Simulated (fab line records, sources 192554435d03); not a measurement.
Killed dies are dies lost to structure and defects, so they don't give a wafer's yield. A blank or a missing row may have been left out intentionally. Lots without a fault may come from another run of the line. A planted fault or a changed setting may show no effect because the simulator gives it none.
Which tool was responsible? ; flow n5_finfet ; 23 lots, 69 wafers sampled, at 3 steps of a route of 1938

== WHAT EACH GAUGE READ, for each wafer ==
N5_BEOL_M0_SAQP_INSPECT_42: inspects for defects (brightfield). Usual: 267 for raw_defect_count, sd 70.
lot;measured;on;raw_defect_count;flag
L074;day 5 15:44;defect_inspect-01;175 121 148;
L075;day 6 03:27;defect_inspect-01;298 296 259;
L076;day 6 07:05;defect_inspect-01;307 284 293;
L077;day 6 10:19;defect_inspect-02;270 281 339;
L078;day 6 15:13;defect_inspect-01;206 207 212;
L079;day 6 22:34;defect_inspect-01;296 241 205;
L080;day 7 03:35;defect_inspect-02;378 350 274;
L082;day 7 13:28;defect_inspect-01;208 217 169;
L083;day 7 21:54;defect_inspect-01;402 261 242;
L084;day 8 11:05;defect_inspect-02;240 250 258;
L085;day 8 17:54;defect_inspect-02;257 347 228;
L086;day 8 18:26;defect_inspect-01;246 329 279;
L087;day 8 23:05;defect_inspect-01;329 431 354;
L088;day 9 02:10;defect_inspect-01;195 178 296;
L089;day 9 11:23;defect_inspect-01;208 352 216;
L090;day 9 13:50;defect_inspect-01;324 417 237;
L091;day 10 00:46;defect_inspect-01;309 320 378;
L092;day 10 05:14;defect_inspect-01;462 282 351;
L093;day 10 07:58;defect_inspect-01;204 264 202;
L095;day 10 20:59;defect_inspect-01;231 166 252;
L094;day 11 01:05;defect_inspect-02;231 326 203;
L096;day 11 05:29;defect_inspect-01;191 311 269;
L097;day 11 07:28;defect_inspect-01;362 302 293;

== WHAT TOOL EACH LOT RAN ON (gives the tool, then ch and the chambers of the sampled wafers, and finally the start) ==
lot;N5_BEOL_M0_SAQP_ILD_DEP_01;N5_BEOL_M0_SAQP_HM_OPEN_112
L074;pecvd-02 ch 1,2, day 5 10:15;rie_diel-04 ch 2,3, day 5 12:05
L075;pecvd-02 ch 0,1,2, day 5 21:50;rie_diel-03 ch 0,1,2, day 5 23:40
L076;pecvd-04 ch 0,1, day 6 00:50;rie_diel-03 ch 0,1,2, day 6 02:49
L077;pecvd-01 ch 0,2, day 6 03:50;rie_diel-04 ch 0,1,2, day 6 06:44
L078;pecvd-02 ch 0,1, day 6 09:46;rie_diel-05 ch 0,3, day 6 11:03
L079;pecvd-04 ch 1,2, day 6 15:44;rie_diel-03 ch 0,1,2, day 6 18:31
L080;pecvd-02 ch 0,1, day 6 20:55;rie_diel-03 ch 0,3, day 6 23:56
L082;pecvd-04 ch 1,2, day 7 07:38;rie_diel-03 ch 0,1,2, day 7 09:55
L083;pecvd-04 ch 1,2, day 7 16:02;rie_diel-03 ch 1,3, day 7 17:56
L084;pecvd-02 ch 0,1,2, day 8 05:57;rie_diel-04 ch 0,1,3, day 8 07:08
L085;pecvd-04 ch 0,1, day 8 08:58;rie_diel-04 ch 1,3, day 8 13:39
L086;pecvd-02 ch 0,1,2, day 8 11:58;rie_diel-05 ch 0,1, day 8 14:15
L087;pecvd-02 ch 0,1,2, day 8 15:04;rie_diel-04 ch 0,1, day 8 16:13
L088;pecvd-01 ch 1,2, day 8 18:20;rie_diel-05 ch 0,2,3, day 8 21:07
L089;pecvd-04 ch 0,2, day 9 05:40;rie_diel-05 ch 0,2,3, day 9 06:59
L090;pecvd-04 ch 0,2, day 9 08:41;rie_diel-05 ch 1,2,3, day 9 10:11
L091;pecvd-04 ch 0,1, day 9 19:20;rie_diel-04 ch 0,1,3, day 9 20:23
L092;pecvd-01 ch 0,1,2, day 9 22:19;rie_diel-03 ch 1,3, day 10 00:02
L093;pecvd-01 ch 0,2, day 10 02:51;rie_diel-04 ch 0,2,3, day 10 04:05
L095;pecvd-02 ch 0,1,2, day 10 15:32;rie_diel-05 ch 0,2,3, day 10 16:46
L094;pecvd-04 ch 1, day 10 18:32;rie_diel-03 ch 0,3, day 10 20:50
L096;pecvd-01 ch 0,1,2, day 10 21:48;rie_diel-05 ch 0,3, day 11 01:14
L097;pecvd-02 ch 0,2, day 11 01:13;rie_diel-05 ch 0,1,3, day 11 03:29
- N5_BEOL_M0_SAQP_ILD_DEP_01: deposits SiOC from DEMS/O2, target thk 45.419 nm, time 8.7 s.
- N5_BEOL_M0_SAQP_HM_OPEN_112: chemistry CHF3/O2, target SiO2, stops on a-Si, target depth 12 nm, time 13.5 s.

== AS READ BY THE TOOLS THEMSELVES (means over the sampled wafers that have a number; for cases with no such wafer, the mark the record gives instead) ==
N5_BEOL_M0_SAQP_ILD_DEP_01. Usual: heater_power_outer_w 266 W, standard deviation 45; heater_power_w 490 W, standard deviation 53; showerhead_plenum_p_Torr 5.690 Torr, standard deviation 0.009; showerhead_vpp_V 1399 V, standard deviation 99; throttle_valve_pct 12.3 %, standard deviation 0.89.
lot;tool;heater_power_outer_w (W);heater_power_w (W);showerhead_plenum_p_Torr (Torr);showerhead_vpp_V (V);throttle_valve_pct (%);flag
L074;pecvd-02;254;465;5.690;1359;11.6;
L075;pecvd-02;266;465;5.688;1432;12.2;
L076;pecvd-04;202;438;5.689;1405;12.6;
L077;pecvd-01;248;462;5.688;1372;11.5;
L078;pecvd-02;320;548;5.696;1472;12.5;
L079;pecvd-04;272;506;5.696;1324;13.2;
L080;pecvd-02;294;519;5.701;1468;12.4;
L082;pecvd-04;295;536;5.691;1407;12.4;
L083;pecvd-04;280;519;5.690;1391;12.4;
L084;pecvd-02;273;489;5.691;1435;12.1;
L085;pecvd-04;245;492;5.688;1332;13.3;
L086;pecvd-02;300;515;5.690;1438;12.1;
L087;pecvd-02;304;531;5.689;1421;12.1;
L088;pecvd-01;261;475;5.685;1397;11.5;
L089;pecvd-04;236;474;5.694;1459;12.1;
L090;pecvd-04;283;528;5.686;1453;11.7;
L091;pecvd-04;221;459;5.692;1353;13.3;
L092;pecvd-01;271;482;5.683;1336;11.9;
L093;pecvd-01;251;465;5.688;1412;11.2;
L095;pecvd-02;291;513;5.697;1434;12.2;
L094;pecvd-04;266;514;5.689;1279;13.9;
L096;pecvd-01;254;467;5.687;1342;11.9;
L097;pecvd-02;243;435;5.687;1393;11.9;

N5_BEOL_M0_SAQP_HM_OPEN_112. Usual: drypump_motor_current_A 5.85 A, standard deviation 0.23; oes_product_au 0.50 a.u., standard deviation 0.046; rf_vpp_V 522 V, standard deviation 9.7; showerhead_plenum_p_Torr 2.39 Torr, standard deviation 0.086; throttle_valve_pct 18.98 %, standard deviation 0.19.
lot;tool;drypump_motor_current_A (A);oes_product_au (a.u.);rf_vpp_V (V);showerhead_plenum_p_Torr (Torr);throttle_valve_pct (%);flag
L074;rie_diel-04;6.01;0.49;520;2.37;19.06;
L075;rie_diel-03;5.85;0.49;531;2.41;18.96;
L076;rie_diel-03;5.86;0.49;531;2.41;18.96;
L077;rie_diel-04;5.70;0.50;519;2.32;18.82;
L078;rie_diel-05;5.88;0.47;519;2.37;19.19;
L079;rie_diel-03;5.86;0.49;531;2.41;18.96;
L080;rie_diel-03;5.93;0.47;531;2.33;19.04;
L082;rie_diel-03;5.86;0.49;532;2.41;18.98;
L083;rie_diel-03;5.73;0.47;524;2.30;18.99;
L084;rie_diel-04;5.90;0.50;518;2.35;18.88;
L085;rie_diel-04;6.15;0.51;520;2.38;18.96;
L086;rie_diel-05;5.76;0.45;516;2.38;19.15;
L087;rie_diel-04;5.68;0.50;519;2.32;18.83;
L088;rie_diel-05;5.87;0.50;514;2.42;19.13;
L089;rie_diel-05;5.87;0.50;515;2.42;19.12;
L090;rie_diel-05;5.83;0.49;513;2.42;19.01;
L091;rie_diel-04;5.92;0.50;520;2.35;18.90;
L092;rie_diel-03;5.63;0.53;524;2.40;18.87;
L093;rie_diel-04;5.78;0.52;520;2.43;18.91;
L095;rie_diel-05;5.87;0.49;514;2.42;19.15;
L094;rie_diel-03;6.11;0.52;538;2.45;18.96;
L096;rie_diel-05;5.92;0.47;519;2.34;19.19;
L097;rie_diel-05;5.82;0.51;516;2.36;18.99;

== THE ANSWER, worked out from the rows above alone ==
Rule: a lot is off if the mean of its wafers that have a number lies more than 3 standard deviations from the usual mean. Also off: a lot with no number at a reading for which 4 or more lots have one. Any other lot the step has rows for is counted as sound. First the gauges in route order, then the tools' own readings, where a lot's mean is used as printed above. At the first step where some lot is off, the reading lying furthest off is the one used; lots without a number count as furthest.
None of the lots is off at any reading shown; this tells nothing.

== WHAT THE SIMULATOR PUT IN ==
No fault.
